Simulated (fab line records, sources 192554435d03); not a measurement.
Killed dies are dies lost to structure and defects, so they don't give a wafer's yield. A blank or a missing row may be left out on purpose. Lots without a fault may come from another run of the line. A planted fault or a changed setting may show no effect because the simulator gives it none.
Chamber matching | flow n5_finfet | N5_BEOL_M11_ILD_DEP_00 on pecvd-03: 3 sister chambers
The step deposits SiCOH lowk from DEMS/porogen, target thk 308.51 nm, time 58 s. 6 wafers are shown with their chamber, then 10 later ones without.

WAFERS WITH THEIR CHAMBER
wafer  | chamber | heater_power_w (W) | throttle_valve_pct (%)
L075.6 | 2       | 271                | 13.4
L082.5 | 1       | 312                | 13.9
L086.3 | 1       | 332                | 13.9
L086.4 | 0       | 253                | 13.8
L088.1 | 0       | 224                | 13.8
L088.2 | 2       | 240                | 13.9

WAFERS WITHOUT THEIR CHAMBER
wafer  | heater_power_w (W) | throttle_valve_pct (%)
L088.4 | 317                | 13.8
L090.2 | 329                | 13.8
L090.3 | 243                | 14.0
L090.6 | 258                | 13.6
L091.1 | 278                | 13.8
L091.3 | 211                | 13.9
L091.6 | 293                | 14.0
L097.1 | 214                | 13.7
L097.2 | 303                | 14.0
L097.5 | 307                | 13.8

WHICH CHAMBER EACH WENT THROUGH
wafer  | from the rows above          | in truth
L088.4 | 1                            | 1
L090.2 | 1                            | 1
L090.3 | can't be placed: 0 or 2      | 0
L090.6 | can't be placed: 2 or 0      | 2
L091.1 | can't be placed: 2 or 0 or 1 | 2
L091.3 | can't be placed: 0 or 2      | 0
L091.6 | can't be placed: 1 or 2 or 0 | 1
L097.1 | can't be placed: 0 or 2      | 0
L097.2 | can't be placed: 1 or 2      | 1
L097.5 | can't be placed: 1 or 2      | 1
Placed correctly: 2 of 10. Can't be placed from these rows: 8 (the true chamber is among the candidates in 8). Placed wrongly: 0.
How it was worked out, from the rows above alone: a wafer's distance from a chamber is the root of the sum, over the readings, of the square of ((its reading less the chamber's mean) divided by the reading's scatter). The wafer belongs to the nearest chamber; if the next one is less than 2 further off, it can't be placed. A chamber's mean is the mean of its shown wafers. The scatter: the root of (the sum of the squares of (reading less its chamber's mean) over the shown wafers, divided by (wafers less chambers)).
